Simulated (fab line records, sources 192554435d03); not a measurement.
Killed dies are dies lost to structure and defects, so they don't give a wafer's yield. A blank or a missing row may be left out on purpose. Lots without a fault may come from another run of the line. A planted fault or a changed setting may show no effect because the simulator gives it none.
Which tool did it? | flow n5_finfet | 24 lots, 72 wafers sampled, at 2 steps of a route of 1938

WHAT THE GAUGES READ, wafer by wafer
N5_BEOL_M4_THK_MEAS_01.
lot  | measured     | on            | M4_ILD_THK (nm)
L074 | day 7 09:38  | film_metro-02 | 80.0 79.7 78.8
L075 | day 7 21:53  | film_metro-01 | 80.7 79.4 80.0
L076 | day 8 07:33  | film_metro-02 | 77.8 79.7 79.3
L077 | day 8 13:30  | film_metro-01 | 78.7 78.8 79.4
L078 | day 8 18:19  | film_metro-02 | 79.5 79.8 79.2
L079 | day 9 12:32  | film_metro-02 | 78.5 78.9 78.6
L080 | day 9 14:36  | film_metro-02 | 78.6 78.7 78.8
L081 | day 9 18:07  | film_metro-02 | 77.7 76.6 78.8
L082 | day 9 18:53  | film_metro-01 | 80.2 80.8 80.3
L083 | day 9 22:41  | film_metro-02 | 77.8 79.8 79.2
L084 | day 10 01:34 | film_metro-02 | 78.0 79.6 80.0
L085 | day 10 05:34 | film_metro-02 | 78.8 80.4 79.8
L086 | day 10 19:11 | film_metro-01 | 79.0 78.0 80.0
L087 | day 10 22:19 | film_metro-02 | 80.3 80.6 81.8
L088 | day 11 10:04 | film_metro-01 | 78.8 78.8 79.8
L089 | day 11 14:32 | film_metro-01 | 77.6 79.3 81.0
L090 | day 11 15:15 | film_metro-02 | 78.8 79.4 79.0
L093 | day 12 02:06 | film_metro-02 | 79.5 79.4 79.3
L091 | day 12 07:55 | film_metro-01 | 78.7 79.4 81.1
L094 | day 13 11:31 | film_metro-01 | 79.5 80.5 80.8
L096 | day 13 12:19 | film_metro-02 | 78.1 79.7 79.3
L092 | day 13 14:32 | film_metro-01 | 79.8 78.5 80.6
L095 | day 13 15:00 | film_metro-01 | 78.5 79.6 81.3
L097 | day 13 16:24 | film_metro-01 | 80.0 80.5 82.0

WHICH TOOL RAN EACH LOT (tool, then ch and the chambers of the sampled wafers, then the start)
lot  | N5_BEOL_M4_ILD_DEP_00
L074 | pecvd-04 ch 0,1, day 7 09:35
L075 | pecvd-03 ch 0,1, day 7 21:49
L076 | pecvd-03 ch 0,1, day 8 07:29
L077 | pecvd-04 ch 0,1, day 8 13:25
L078 | pecvd-04 ch 1,2, day 8 18:16
L079 | pecvd-01 ch 0,2, day 9 12:28
L080 | pecvd-04 ch 0,1,2, day 9 14:32
L081 | pecvd-01 ch 0,1,2, day 9 18:03
L082 | pecvd-04 ch 0,1,2, day 9 18:50
L083 | pecvd-01 ch 0,1, day 9 22:37
L084 | pecvd-04 ch 1,2, day 10 01:29
L085 | pecvd-04 ch 1,2, day 10 05:29
L086 | pecvd-04 ch 0,1, day 10 19:05
L087 | pecvd-03 ch 0,2, day 10 22:14
L088 | pecvd-04 ch 0,2, day 11 09:59
L089 | pecvd-01 ch 0,1,2, day 11 14:28
L090 | pecvd-01 ch 0,1,2, day 11 15:11
L093 | pecvd-03 ch 1, day 12 02:01
L091 | pecvd-03 ch 1, day 12 07:50
L094 | pecvd-04 ch 1,2, day 13 11:27
L096 | pecvd-04 ch 0,2, day 13 12:15
L092 | pecvd-01 ch 0,2, day 13 14:28
L095 | pecvd-04 ch 0,1, day 13 14:56
L097 | pecvd-04 ch 0,1,2, day 13 16:20
- N5_BEOL_M4_ILD_DEP_00: deposits SiOC from DEMS/O2, target thk 79 nm, time 15.3 s.

WHAT THE TOOLS THEMSELVES READ (means of the sampled wafers that have a number; where no wafer has one, the mark that the record gives instead)
N5_BEOL_M4_ILD_DEP_00.
lot  | tool     | heater_power_w (W) | showerhead_plenum_p_Torr (Torr) | throttle_valve_pct (%)
L074 | pecvd-04 | 517                | 5.708                           | 11.6
L075 | pecvd-03 | 471                | 5.688                           | 11.7
L076 | pecvd-03 | 490                | 5.686                           | 11.5
L077 | pecvd-04 | 461                | 5.719                           | 11.5
L078 | pecvd-04 | 495                | 5.700                           | 12.0
L079 | pecvd-01 | 499                | 5.701                           | 11.4
L080 | pecvd-04 | 494                | 5.707                           | 11.7
L081 | pecvd-01 | 492                | 5.695                           | 11.8
L082 | pecvd-04 | 496                | 5.705                           | 11.6
L083 | pecvd-01 | 507                | 5.711                           | 12.1
L084 | pecvd-04 | 497                | 5.700                           | 11.5
L085 | pecvd-04 | 505                | 5.709                           | 11.6
L086 | pecvd-04 | 493                | 5.708                           | 11.8
L087 | pecvd-03 | 540                | 5.702                           | 11.5
L088 | pecvd-04 | 518                | 5.714                           | 11.3
L089 | pecvd-01 | 509                | 5.697                           | 11.9
L090 | pecvd-01 | 514                | 5.702                           | 11.8
L093 | pecvd-03 | 469                | 5.666                           | 11.8
L091 | pecvd-03 | 498                | 5.663                           | 11.6
L094 | pecvd-04 | 569                | 5.707                           | 12.0
L096 | pecvd-04 | 434                | 5.716                           | 11.2
L092 | pecvd-01 | 432                | 5.701                           | 11.6
L095 | pecvd-04 | 514                | 5.699                           | 11.8
L097 | pecvd-04 | 488                | 5.706                           | 11.4

THE ANSWER, worked out from the rows above alone
Rule: what is usual is taken from the lots themselves. Put in order of their means at a reading, lots are off if they are a third of the lots or fewer, leave a main group of 4 or more, and stand apart from it by a gap of 3 or more times the standard deviation of the main group's means; of several such gaps the widest counts. A main group whose means are all the same, to the digits that the tables above print for the reading, isn't used. A lot without any number at a reading at which 4 lots or more have one is off too. The other lots that the step has rows for count as sound. The gauges are gone through in route order, then the tools' own readings, and for those a lot's mean is taken as printed above. The first step at which some lot is off is used, and at that step the reading that is off furthest; a lot without a number counts as furthest.
No lot is off at any reading shown: from this, nothing can be told.

WHAT THE SIMULATOR HAD PUT IN
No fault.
